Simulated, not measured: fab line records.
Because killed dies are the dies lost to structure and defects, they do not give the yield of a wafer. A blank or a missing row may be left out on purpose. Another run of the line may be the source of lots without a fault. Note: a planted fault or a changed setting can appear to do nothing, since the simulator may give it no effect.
fab line records | flow n5-finfet
[record] lots = 24 | wafers = 72 | last-day = 18
route steps=1938 shown BEOL_M3@1001 BEOL_M4@1035
lots that met no fault: from a run of the same line without faults
start-h: the number of hours between the record's first day and the start of the first shown wafer of the lot | wait-h: hours from the lot's prior step to this one | " identical to the entry in the row above | L1.1+2: one row covering several wafers at once | - value missing, or start not given | * or withheld: withheld | < > ~ a bound
route shown NAME@n: NAME is a module with steps in the file, n the number in the route of the first one | usual: mean and standard deviation over wafers with no fault | same: alike in all rows | chamber/n: place in a boat | sites: per-site readings | _std_site: their standard deviation | _edge_site: outer sites' mean less inner sites' | radius-mm: how far each site lies from the wafer's centre | mask NAME#n: copy n | behind: the tool/chamber that last shaped the wafer | hold: what put the lot on hold/how long, in hours/how the hold closed | device: names the non-switching transistor (n, p or np) | end of line: the tests these same wafers got at the end of their route | for a step that has no rows: nothing shown but its recipe | killed: at the first sort, the dies lost to defects and structure; wafer yield is something else | map: the dies of a wafer, with x for killed, . for not killed, _ for no die there
set.NAME: setting as actually run; set.NAME@STEP: the setting as run at that earlier step | model.NAME: the simulator's own value behind a step, which no gauge read
the route's steps for a sample of lots (tables are steps, rows are wafers)
services: the hour from which a tool's chamber was out of use, counted from the record's first day as start-h (under 0 if before that day), plus the number of hours and why
[[steps]]
[step N5_BEOL_M3_ANNEAL_87]
[recipe] temp-c = 400 | time-s = 240 | ambient = vacuum
[usual] heater-power-w = 836/99
lot.wafer | tool           | chamber | start-h | wait-h | heater-power-w
L074.2    | pvd-sputter-01 | -       | 160.08  | 0.0    | 885
L074.3    | "              | -       | "       | "      | 937
L074.6    | "              | -       | "       | "      | 696
L075.1    | pvd-sputter-03 | -       | 162.12  | 0.0    | 829
L075.3    | "              | -       | "       | "      | 875
L075.5    | "              | -       | "       | "      | 888
L076.2    | pvd-sputter-01 | -       | 166.76  | 0.0    | 675
L076.3    | "              | -       | "       | "      | 960
L076.5    | "              | -       | "       | "      | 680
L077.3    | pvd-sputter-03 | -       | 175.44  | 0.0    | 866
L077.5    | "              | -       | "       | "      | 888
L077.6    | "              | -       | "       | "      | 922
L078.2    | pvd-sputter-02 | -       | 180.78  | 0.0    | 774
L078.4    | "              | -       | "       | "      | 656
L078.6    | "              | -       | "       | "      | 651
L079.2    | pvd-sputter-03 | -       | 188.72  | 0.0    | 918
L079.3    | "              | -       | "       | "      | 876
L079.6    | "              | -       | "       | "      | 914
L080.1    | pvd-sputter-02 | -       | 188.78  | 0.0    | 794
L080.3    | "              | -       | "       | "      | 811
L080.5    | "              | -       | "       | "      | 771
L081.1    | pvd-sputter-02 | -       | 195.14  | 0.0    | 653
L081.3    | "              | -       | "       | "      | 749
L081.6    | "              | -       | "       | "      | 661
L083.3    | pvd-sputter-02 | -       | 205.88  | 0.0    | 916
L083.4    | "              | -       | "       | "      | 781
L083.5    | "              | -       | "       | "      | 641
L082.2    | pvd-sputter-02 | -       | 214.60  | 0.0    | 654
L082.3    | "              | -       | "       | "      | 769
L082.5    | "              | -       | "       | "      | 756
L084.1    | pvd-sputter-02 | -       | 217.48  | 0.0    | 784
L084.2    | "              | -       | "       | "      | 902
L084.4    | "              | -       | "       | "      | 650
L085.2    | pvd-sputter-03 | -       | 224.63  | 0.0    | 918
L085.3    | "              | -       | "       | "      | 898
L085.5    | "              | -       | "       | "      | 895
L086.1    | pvd-sputter-01 | -       | 229.69  | 0.0    | 956
L086.4    | "              | -       | "       | "      | 867
L086.6    | "              | -       | "       | "      | 924
L087.1    | pvd-sputter-02 | -       | 237.66  | 0.0    | 664
L087.4    | "              | -       | "       | "      | 898
L087.5    | "              | -       | "       | "      | 790
L088.2    | pvd-sputter-03 | -       | 243.30  | 0.0    | 878
L088.5    | "              | -       | "       | "      | 826
L088.6    | "              | -       | "       | "      | 913
L089.4    | pvd-sputter-01 | -       | 244.11  | 0.0    | 928
L089.5    | "              | -       | "       | "      | 930
L089.6    | "              | -       | "       | "      | 874
L090.1    | pvd-sputter-03 | -       | 250.22  | 0.0    | 924
L090.2    | "              | -       | "       | "      | 859
L090.6    | "              | -       | "       | "      | 881
L091.1    | pvd-sputter-01 | -       | 251.73  | 0.0    | 978
L091.3    | "              | -       | "       | "      | 702
L091.5    | "              | -       | "       | "      | 960
L092.1    | pvd-sputter-01 | -       | 271.74  | 0.0    | 873
L092.2    | "              | -       | "       | "      | 953
L092.6    | "              | -       | "       | "      | 700
L093.1    | pvd-sputter-02 | -       | 276.54  | 0.0    | 662
L093.4    | "              | -       | "       | "      | 777
L093.5    | "              | -       | "       | "      | 799
L094.1    | pvd-sputter-01 | -       | 281.57  | 0.0    | 662
L094.5    | "              | -       | "       | "      | 685
L094.6    | "              | -       | "       | "      | 967
L095.1    | pvd-sputter-02 | -       | 288.63  | 0.0    | 797
L095.2    | "              | -       | "       | "      | 764
L095.4    | "              | -       | "       | "      | 895
L096.2    | pvd-sputter-01 | -       | 295.67  | 0.0    | 967
L096.3    | "              | -       | "       | "      | 971
L096.5    | "              | -       | "       | "      | 711
L097.1    | pvd-sputter-03 | -       | 305.43  | 0.0    | 883
L097.3    | "              | -       | "       | "      | 833
L097.5    | "              | -       | "       | "      | 846
[step N5_BEOL_M3_SPUTTER_94]
[recipe] material = Cu | target-thk-a = 45 | temp-c = -20 | chamber-pressure-pa = 0.07 | power-w = withheld | time-s = 8.29
[usual] throttle-valve-pct = 29.9/1.2
lot.wafer | tool           | chamber | start-h | wait-h | throttle-valve-pct
L074.2    | pvd-sputter-01 | -       | 160.88  | 0.1    | 27.9
L074.3    | "              | -       | "       | "      | 31.6
L074.6    | "              | -       | "       | "      | 29.7
L075.1    | pvd-sputter-03 | -       | 162.92  | 0.1    | 31.0
L075.3    | "              | -       | "       | "      | 30.9
L075.5    | "              | -       | "       | "      | 30.7
L076.2    | pvd-sputter-01 | -       | 167.56  | 0.1    | 30.0
L076.3    | "              | -       | "       | "      | 30.5
L076.5    | "              | -       | "       | "      | 29.6
L077.3    | pvd-sputter-03 | -       | 176.24  | 0.1    | 30.7
L077.5    | "              | -       | "       | "      | 31.0
L077.6    | "              | -       | "       | "      | 29.0
L078.2    | pvd-sputter-02 | -       | 181.58  | 0.1    | 29.2
L078.4    | "              | -       | "       | "      | 28.7
L078.6    | "              | -       | "       | "      | 28.3
L079.2    | pvd-sputter-03 | -       | 189.52  | 0.1    | 29.0
L079.3    | "              | -       | "       | "      | 28.0
L079.6    | "              | -       | "       | "      | 29.2
L080.1    | pvd-sputter-02 | -       | 189.58  | 0.1    | 29.7
L080.3    | "              | -       | "       | "      | 31.0
L080.5    | "              | -       | "       | "      | 29.5
L081.1    | pvd-sputter-02 | -       | 195.94  | 0.1    | 28.2
L081.3    | "              | -       | "       | "      | 29.3
L081.6    | "              | -       | "       | "      | 28.3
L083.3    | pvd-sputter-02 | -       | 206.68  | 0.1    | 31.3
L083.4    | "              | -       | "       | "      | 31.2
L083.5    | "              | -       | "       | "      | 28.3
L082.2    | pvd-sputter-02 | -       | 215.40  | 0.1    | 28.6
L082.3    | "              | -       | "       | "      | 29.7
L082.5    | "              | -       | "       | "      | 29.6
L084.1    | pvd-sputter-02 | -       | 218.28  | 0.1    | 29.5
L084.2    | "              | -       | "       | "      | 31.2
L084.4    | "              | -       | "       | "      | 28.5
L085.2    | pvd-sputter-03 | -       | 225.43  | 0.1    | 29.2
L085.3    | "              | -       | "       | "      | 30.8
L085.5    | "              | -       | "       | "      | 30.5
L086.1    | pvd-sputter-01 | -       | 230.49  | 0.1    | 30.4
L086.4    | "              | -       | "       | "      | 28.0
L086.6    | "              | -       | "       | "      | 30.5
L087.1    | pvd-sputter-02 | -       | 238.46  | 0.1    | 28.5
L087.4    | "              | -       | "       | "      | 31.4
L087.5    | "              | -       | "       | "      | 31.0
L088.2    | pvd-sputter-03 | -       | 244.10  | 0.1    | 28.1
L088.5    | "              | -       | "       | "      | 31.1
L088.6    | "              | -       | "       | "      | 29.1
L089.4    | pvd-sputter-01 | -       | 244.91  | 0.1    | 30.3
L089.5    | "              | -       | "       | "      | 30.4
L089.6    | "              | -       | "       | "      | 27.6
L090.1    | pvd-sputter-03 | -       | 251.02  | 0.1    | 28.9
L090.2    | "              | -       | "       | "      | 30.7
L090.6    | "              | -       | "       | "      | 28.2
L091.1    | pvd-sputter-01 | -       | 252.53  | 0.1    | 31.5
L091.3    | "              | -       | "       | "      | 29.9
L091.5    | "              | -       | "       | "      | 31.3
L092.1    | pvd-sputter-01 | -       | 272.54  | 0.1    | 28.0
L092.2    | "              | -       | "       | "      | 30.3
L092.6    | "              | -       | "       | "      | 30.0
L093.1    | pvd-sputter-02 | -       | 277.34  | 0.1    | 28.3
L093.4    | "              | -       | "       | "      | 29.8
L093.5    | "              | -       | "       | "      | 30.9
L094.1    | pvd-sputter-01 | -       | 282.37  | 0.1    | 29.8
L094.5    | "              | -       | "       | "      | 30.1
L094.6    | "              | -       | "       | "      | 31.4
L095.1    | pvd-sputter-02 | -       | 289.43  | 0.1    | 31.2
L095.2    | "              | -       | "       | "      | 29.5
L095.4    | "              | -       | "       | "      | 31.2
L096.2    | pvd-sputter-01 | -       | 296.47  | 0.1    | 30.4
L096.3    | "              | -       | "       | "      | 31.4
L096.5    | "              | -       | "       | "      | 29.8
L097.1    | pvd-sputter-03 | -       | 306.23  | 0.1    | 30.8
L097.3    | "              | -       | "       | "      | 31.0
L097.5    | "              | -       | "       | "      | 30.8
[step N5_BEOL_M4_OVL_MEAS_12]
[recipe] points-per-wafer = 522
[usual] M4_OVL = -0.6/0.75
lot.wafer | tool       | chamber | start-h | wait-h | M4_OVL[nm]
L074.2    | overlay-01 | 0       | 164.33  | 0.0    | -1.3
L074.3    | "          | 0       | "       | "      | -0.8
L074.6    | "          | 0       | "       | "      | -0.7
L075.1    | overlay-01 | 0       | 165.27  | 0.0    | -0.3
L075.3    | "          | 0       | "       | "      | 0.4
L075.5    | "          | 0       | "       | "      | -0.8
L076.2    | overlay-02 | 0       | 171.40  | 0.0    | -0.4
L076.3    | "          | 0       | "       | "      | -1.0
L076.5    | "          | 0       | "       | "      | -0.6
L077.3    | overlay-02 | 0       | 181.03  | 0.0    | 0.3
L077.5    | "          | 0       | "       | "      | -0.4
L077.6    | "          | 0       | "       | "      | -0.3
L078.2    | overlay-01 | 0       | 183.99  | 0.0    | -0.7
L078.4    | "          | 0       | "       | "      | -0.5
L078.6    | "          | 0       | "       | "      | 0.1
L079.2    | overlay-02 | 0       | 193.67  | 0.0    | -0.8
L079.3    | "          | 0       | "       | "      | 0.1
L079.6    | "          | 0       | "       | "      | -0.7
L080.1    | overlay-01 | 0       | 194.12  | 0.0    | 0.4
L080.3    | "          | 0       | "       | "      | 0.2
L080.5    | "          | 0       | "       | "      | 1.0
L081.1    | overlay-01 | 0       | 200.57  | 0.0    | -1.4
L081.3    | "          | 0       | "       | "      | -1.5
L081.6    | "          | 0       | "       | "      | -1.2
L083.3    | overlay-02 | 0       | 209.70  | 0.0    | -0.2
L083.4    | "          | 0       | "       | "      | 0.9
L083.5    | "          | 0       | "       | "      | 0.3
L082.2    | overlay-01 | 0       | 219.65  | 0.0    | -0.6
L082.3    | "          | 0       | "       | "      | -0.2
L082.5    | "          | 0       | "       | "      | -0.3
L084.1    | overlay-02 | 0       | 224.86  | 0.0    | -0.4
L084.2    | "          | 0       | "       | "      | 0.1
L084.4    | "          | 0       | "       | "      | -1.8
L085.2    | overlay-01 | 0       | 231.44  | 0.0    | 1.0
L085.3    | "          | 0       | "       | "      | 0.7
L085.5    | "          | 0       | "       | "      | 0.4
L086.1    | overlay-02 | 0       | 235.78  | 0.0    | -1.8
L086.4    | "          | 0       | "       | "      | -1.9
L086.6    | "          | 0       | "       | "      | -2.0
L087.1    | overlay-02 | 0       | 244.27  | 0.0    | -0.1
L087.4    | "          | 0       | "       | "      | -0.4
L087.5    | "          | 0       | "       | "      | -0.1
L088.2    | overlay-02 | 0       | 247.75  | 0.0    | 1.2
L088.5    | "          | 0       | "       | "      | -0.1
L088.6    | "          | 0       | "       | "      | -0.9
L089.4    | overlay-02 | 0       | 248.40  | 0.0    | -1.3
L089.5    | "          | 0       | "       | "      | -0.7
L089.6    | "          | 0       | "       | "      | -1.1
L090.1    | overlay-01 | 0       | 253.96  | 0.0    | -0.6
L090.2    | "          | 0       | "       | "      | -0.6
L090.6    | "          | 0       | "       | "      | -0.3
L091.1    | overlay-01 | 0       | 259.16  | 0.0    | -2.5
L091.3    | "          | 0       | "       | "      | -2.4
L091.5    | "          | 0       | "       | "      | -1.5
L092.1    | overlay-01 | 0       | 275.11  | 0.0    | -1.6
L092.2    | "          | 0       | "       | "      | -0.8
L092.6    | "          | 0       | "       | "      | -0.4
L093.1    | overlay-01 | 0       | 279.55  | 0.0    | -0.3
L093.4    | "          | 0       | "       | "      | -0.7
L093.5    | "          | 0       | "       | "      | -0.3
L094.1    | overlay-02 | 0       | 284.77  | 0.0    | -1.1
L094.5    | "          | 0       | "       | "      | -1.3
L094.6    | "          | 0       | "       | "      | -1.7
L095.1    | overlay-01 | 0       | 293.09  | 0.0    | -0.3
L095.2    | "          | 0       | "       | "      | -1.1
L095.4    | "          | 0       | "       | "      | -1.0
L096.2    | overlay-01 | 0       | 298.99  | 0.0    | -0.5
L096.3    | "          | 0       | "       | "      | 0.1
L096.5    | "          | 0       | "       | "      | 0.3
L097.1    | overlay-01 | 0       | 309.99  | 0.0    | -0.5
L097.3    | "          | 0       | "       | "      | -0.7
L097.5    | "          | 0       | "       | "      | -0.2
[step N5_BEOL_M4_OCD_MEAS_38]
[usual] trench-depth-nm = 55.9/0.98
lot.wafer | tool   | chamber | start-h | wait-h | trench-depth-nm
L074.2    | ocd-01 | -       | 167.85  | -      | 53.7
L074.3    | "      | -       | "       | "      | 54.6
L074.6    | "      | -       | "       | "      | 55.1
L075.1    | ocd-01 | -       | 168.09  | -      | 55.9
L075.3    | "      | -       | "       | "      | 55.1
L075.5    | "      | -       | "       | "      | 55.0
L076.2    | ocd-01 | -       | 176.53  | -      | 54.2
L076.3    | "      | -       | "       | "      | 56.3
L076.5    | "      | -       | "       | "      | 56.6
L077.3    | ocd-02 | -       | 183.36  | -      | 56.3
L077.5    | "      | -       | "       | "      | 55.8
L077.6    | "      | -       | "       | "      | 56.7
L078.2    | ocd-01 | -       | 189.51  | -      | 54.2
L078.4    | "      | -       | "       | "      | 55.0
L078.6    | "      | -       | "       | "      | 56.7
L080.1    | ocd-01 | -       | 196.06  | -      | 54.5
L080.3    | "      | -       | "       | "      | 56.7
L080.5    | "      | -       | "       | "      | 56.1
L081.1    | ocd-01 | -       | 207.38  | -      | 54.7
L081.3    | "      | -       | "       | "      | 55.0
L081.6    | "      | -       | "       | "      | 53.9
L079.2    | ocd-02 | -       | 207.42  | -      | 55.5
L079.3    | "      | -       | "       | "      | 56.1
L079.6    | "      | -       | "       | "      | 56.9
L083.3    | ocd-01 | -       | 212.01  | -      | 54.1
L083.4    | "      | -       | "       | "      | 55.0
L083.5    | "      | -       | "       | "      | 55.0
L082.2    | ocd-01 | -       | 224.58  | -      | 54.9
L082.3    | "      | -       | "       | "      | 56.1
L082.5    | "      | -       | "       | "      | 55.7
L084.1    | ocd-01 | -       | 230.93  | -      | 57.2
L084.2    | "      | -       | "       | "      | 55.4
L084.4    | "      | -       | "       | "      | 55.4
L085.2    | ocd-01 | -       | 233.98  | -      | 56.2
L085.3    | "      | -       | "       | "      | 54.6
L085.5    | "      | -       | "       | "      | 56.0
L086.1    | ocd-02 | -       | 237.44  | -      | 55.2
L086.4    | "      | -       | "       | "      | 54.4
L086.6    | "      | -       | "       | "      | 56.6
L087.1    | ocd-01 | -       | 247.90  | -      | 54.9
L087.4    | "      | -       | "       | "      | 58.0
L087.5    | "      | -       | "       | "      | 57.6
L088.2    | ocd-01 | -       | 253.18  | -      | 54.4
L088.5    | "      | -       | "       | "      | 56.1
L088.6    | "      | -       | "       | "      | 56.4
L089.4    | ocd-01 | -       | 253.37  | -      | 55.7
L089.5    | "      | -       | "       | "      | 56.2
L089.6    | "      | -       | "       | "      | 56.2
L090.1    | ocd-02 | -       | 262.57  | -      | 55.9
L090.2    | "      | -       | "       | "      | 55.6
L090.6    | "      | -       | "       | "      | 55.0
L091.1    | ocd-01 | -       | 265.79  | -      | 54.8
L091.3    | "      | -       | "       | "      | 56.6
L091.5    | "      | -       | "       | "      | 55.9
L092.1    | ocd-01 | -       | 279.59  | -      | 56.4
L092.2    | "      | -       | "       | "      | 55.3
L092.6    | "      | -       | "       | "      | 56.4
L093.1    | ocd-01 | -       | 286.53  | -      | 57.2
L093.4    | "      | -       | "       | "      | 56.5
L093.5    | "      | -       | "       | "      | 57.0
L094.1    | ocd-01 | -       | 287.47  | -      | 54.7
L094.5    | "      | -       | "       | "      | 54.6
L094.6    | "      | -       | "       | "      | 56.0
L095.1    | ocd-01 | -       | 297.02  | -      | 53.7
L095.2    | "      | -       | "       | "      | 55.8
L095.4    | "      | -       | "       | "      | 55.4
L096.2    | ocd-01 | -       | 303.19  | -      | 55.5
L096.3    | "      | -       | "       | "      | 56.6
L096.5    | "      | -       | "       | "      | 56.8
L097.1    | ocd-01 | -       | 316.25  | -      | 57.6
L097.3    | "      | -       | "       | "      | 56.0
L097.5    | "      | -       | "       | "      | 56.1
[step N5_BEOL_M4_SPUTTER_48]
[recipe] material = Cu | target-thk-a = 45 | temp-c = -20 | chamber-pressure-pa = 0.07 | power-w = withheld | time-s = 8.29
[usual] throttle-valve-pct = 30.0/1.2
lot.wafer | tool           | chamber | start-h | wait-h | throttle-valve-pct
L074.2    | pvd-sputter-01 | -       | 168.85  | 0.1    | 27.8
L074.3    | "              | -       | "       | "      | 31.3
L074.6    | "              | -       | "       | "      | 31.3
L075.1    | pvd-sputter-03 | -       | 169.50  | 0.3    | 28.4
L075.3    | "              | -       | "       | "      | 28.9
L075.5    | "              | -       | "       | "      | 31.0
L076.2    | pvd-sputter-02 | -       | 177.96  | 0.1    | 31.4
L076.3    | "              | -       | "       | "      | 29.8
L076.5    | "              | -       | "       | "      | 28.6
L077.3    | pvd-sputter-03 | -       | 185.74  | 0.4    | 30.9
L077.5    | "              | -       | "       | "      | 31.1
L077.6    | "              | -       | "       | "      | 29.2
L078.2    | pvd-sputter-02 | -       | 190.96  | 0.1    | 28.3
L078.4    | "              | -       | "       | "      | 31.2
L078.6    | "              | -       | "       | "      | 31.4
L080.1    | pvd-sputter-03 | -       | 199.90  | 0.5    | 29.5
L080.3    | "              | -       | "       | "      | 28.2
L080.5    | "              | -       | "       | "      | 29.1
L081.1    | pvd-sputter-03 | -       | 208.96  | 0.1    | 29.3
L081.3    | "              | -       | "       | "      | 30.7
L081.6    | "              | -       | "       | "      | 30.7
L079.2    | pvd-sputter-01 | -       | 209.12  | 0.1    | 29.6
L079.3    | "              | -       | "       | "      | 28.2
L079.6    | "              | -       | "       | "      | 30.4
L083.3    | pvd-sputter-01 | -       | 213.74  | 0.1    | 31.3
L083.4    | "              | -       | "       | "      | 28.2
L083.5    | "              | -       | "       | "      | 30.5
L082.2    | pvd-sputter-01 | -       | 225.85  | 0.1    | 31.2
L082.3    | "              | -       | "       | "      | 30.6
L082.5    | "              | -       | "       | "      | 29.8
L084.1    | pvd-sputter-02 | -       | 232.15  | 0.1    | 31.3
L084.2    | "              | -       | "       | "      | 30.8
L084.4    | "              | -       | "       | "      | 29.6
L085.2    | pvd-sputter-02 | -       | 234.84  | 0.1    | 29.5
L085.3    | "              | -       | "       | "      | 28.2
L085.5    | "              | -       | "       | "      | 28.6
L086.1    | pvd-sputter-01 | -       | 238.22  | 0.1    | 31.2
L086.4    | "              | -       | "       | "      | 29.9
L086.6    | "              | -       | "       | "      | 31.4
L087.1    | pvd-sputter-01 | -       | 249.15  | 0.1    | 30.2
L087.4    | "              | -       | "       | "      | 28.0
L087.5    | "              | -       | "       | "      | 31.4
L088.2    | pvd-sputter-01 | -       | 254.35  | 0.2    | 30.0
L088.5    | "              | -       | "       | "      | 30.3
L088.6    | "              | -       | "       | "      | 30.2
L089.4    | pvd-sputter-01 | -       | 256.29  | 1.6    | 31.4
L089.5    | "              | -       | "       | "      | 27.8
L089.6    | "              | -       | "       | "      | 30.3
L090.1    | pvd-sputter-03 | -       | 263.67  | 0.4    | 31.1
L090.2    | "              | -       | "       | "      | 30.7
L090.6    | "              | -       | "       | "      | 30.7
L091.1    | pvd-sputter-03 | -       | 267.00  | 0.1    | 30.9
L091.3    | "              | -       | "       | "      | 30.8
L091.5    | "              | -       | "       | "      | 31.2
L092.1    | pvd-sputter-02 | -       | 281.80  | 1.0    | 28.2
L092.2    | "              | -       | "       | "      | 30.7
L092.6    | "              | -       | "       | "      | 28.5
L093.1    | pvd-sputter-01 | -       | 287.81  | 0.1    | 30.3
L093.4    | "              | -       | "       | "      | 31.3
L093.5    | "              | -       | "       | "      | 29.7
L094.1    | pvd-sputter-01 | -       | 289.65  | 1.0    | 30.0
L094.5    | "              | -       | "       | "      | 31.4
L094.6    | "              | -       | "       | "      | 27.6
L095.1    | pvd-sputter-03 | -       | 300.40  | 1.8    | 28.1
L095.2    | "              | -       | "       | "      | 31.4
L095.4    | "              | -       | "       | "      | 30.9
L096.2    | pvd-sputter-02 | -       | 305.52  | 0.8    | 28.5
L096.3    | "              | -       | "       | "      | 30.9
L096.5    | "              | -       | "       | "      | 31.0
L097.1    | pvd-sputter-02 | -       | 318.22  | 0.3    | 31.4
L097.3    | "              | -       | "       | "      | 28.4
L097.5    | "              | -       | "       | "      | 28.4
[step N5_BEOL_M4_SPUTTER_79]
[recipe] material = Cu | target-thk-a = 45 | temp-c = -20 | chamber-pressure-pa = 0.07 | power-w = withheld | time-s = 8.29
[usual] throttle-valve-pct = 30.0/1.2
lot.wafer | tool           | chamber | start-h | wait-h | throttle-valve-pct
L074.2    | pvd-sputter-01 | -       | 169.07  | 0.1    | 27.6
L074.3    | "              | -       | "       | "      | 31.6
L074.6    | "              | -       | "       | "      | 31.5
L075.1    | pvd-sputter-03 | -       | 169.72  | 0.1    | 28.1
L075.3    | "              | -       | "       | "      | 28.9
L075.5    | "              | -       | "       | "      | 30.7
L076.2    | pvd-sputter-02 | -       | 178.18  | 0.1    | 31.2
L076.3    | "              | -       | "       | "      | 29.6
L076.5    | "              | -       | "       | "      | 28.5
L077.3    | pvd-sputter-03 | -       | 185.96  | 0.1    | 31.1
L077.5    | "              | -       | "       | "      | 30.8
L077.6    | "              | -       | "       | "      | 29.0
L078.2    | pvd-sputter-02 | -       | 191.18  | 0.1    | 28.1
L078.4    | "              | -       | "       | "      | 31.2
L078.6    | "              | -       | "       | "      | 31.1
L080.1    | pvd-sputter-03 | -       | 200.12  | 0.1    | 29.1
L080.3    | "              | -       | "       | "      | 28.1
L080.5    | "              | -       | "       | "      | 28.9
L081.1    | pvd-sputter-03 | -       | 209.18  | 0.1    | 29.5
L081.3    | "              | -       | "       | "      | 30.5
L081.6    | "              | -       | "       | "      | 30.7
L079.2    | pvd-sputter-01 | -       | 209.34  | 0.1    | 29.8
L079.3    | "              | -       | "       | "      | 27.7
L079.6    | "              | -       | "       | "      | 30.3
L083.3    | pvd-sputter-01 | -       | 213.96  | 0.1    | 31.5
L083.4    | "              | -       | "       | "      | 27.9
L083.5    | "              | -       | "       | "      | 30.3
L082.2    | pvd-sputter-01 | -       | 226.07  | 0.1    | 31.6
L082.3    | "              | -       | "       | "      | 30.6
L082.5    | "              | -       | "       | "      | 30.0
L084.1    | pvd-sputter-02 | -       | 232.37  | 0.1    | 31.3
L084.2    | "              | -       | "       | "      | 31.4
L084.4    | "              | -       | "       | "      | 29.9
L085.2    | pvd-sputter-02 | -       | 235.06  | 0.1    | 29.6
L085.3    | "              | -       | "       | "      | 28.3
L085.5    | "              | -       | "       | "      | 28.6
L086.1    | pvd-sputter-01 | -       | 238.44  | 0.1    | 31.5
L086.4    | "              | -       | "       | "      | 29.9
L086.6    | "              | -       | "       | "      | 31.5
L087.1    | pvd-sputter-01 | -       | 249.37  | 0.1    | 30.1
L087.4    | "              | -       | "       | "      | 28.1
L087.5    | "              | -       | "       | "      | 31.5
L088.2    | pvd-sputter-01 | -       | 254.57  | 0.1    | 29.7
L088.5    | "              | -       | "       | "      | 30.5
L088.6    | "              | -       | "       | "      | 29.9
L089.4    | pvd-sputter-01 | -       | 256.51  | 0.1    | 31.4
L089.5    | "              | -       | "       | "      | 27.7
L089.6    | "              | -       | "       | "      | 30.2
L090.1    | pvd-sputter-03 | -       | 263.89  | 0.1    | 30.9
L090.2    | "              | -       | "       | "      | 30.8
L090.6    | "              | -       | "       | "      | 30.8
L091.1    | pvd-sputter-03 | -       | 267.22  | 0.1    | 30.7
L091.3    | "              | -       | "       | "      | 30.8
L091.5    | "              | -       | "       | "      | 30.7
L092.1    | pvd-sputter-02 | -       | 282.02  | 0.1    | 28.2
L092.2    | "              | -       | "       | "      | 30.9
L092.6    | "              | -       | "       | "      | 28.5
L093.1    | pvd-sputter-01 | -       | 288.03  | 0.1    | 30.3
L093.4    | "              | -       | "       | "      | 31.5
L093.5    | "              | -       | "       | "      | 30.0
L094.1    | pvd-sputter-01 | -       | 289.87  | 0.1    | 29.7
L094.5    | "              | -       | "       | "      | 31.4
L094.6    | "              | -       | "       | "      | 27.7
L095.1    | pvd-sputter-03 | -       | 300.62  | 0.1    | 27.9
L095.2    | "              | -       | "       | "      | 31.0
L095.4    | "              | -       | "       | "      | 30.8
L096.2    | pvd-sputter-02 | -       | 305.74  | 0.1    | 28.5
L096.3    | "              | -       | "       | "      | 31.2
L096.5    | "              | -       | "       | "      | 31.0
L097.1    | pvd-sputter-02 | -       | 318.44  | 0.1    | 31.3
L097.3    | "              | -       | "       | "      | 28.4
L097.5    | "              | -       | "       | "      | 28.6
[[services]]
tool           | chamber | start-h | hours | kind
pvd-sputter-03 | -       | 254.06  | 7.5   | repair
[[key]]
fault none
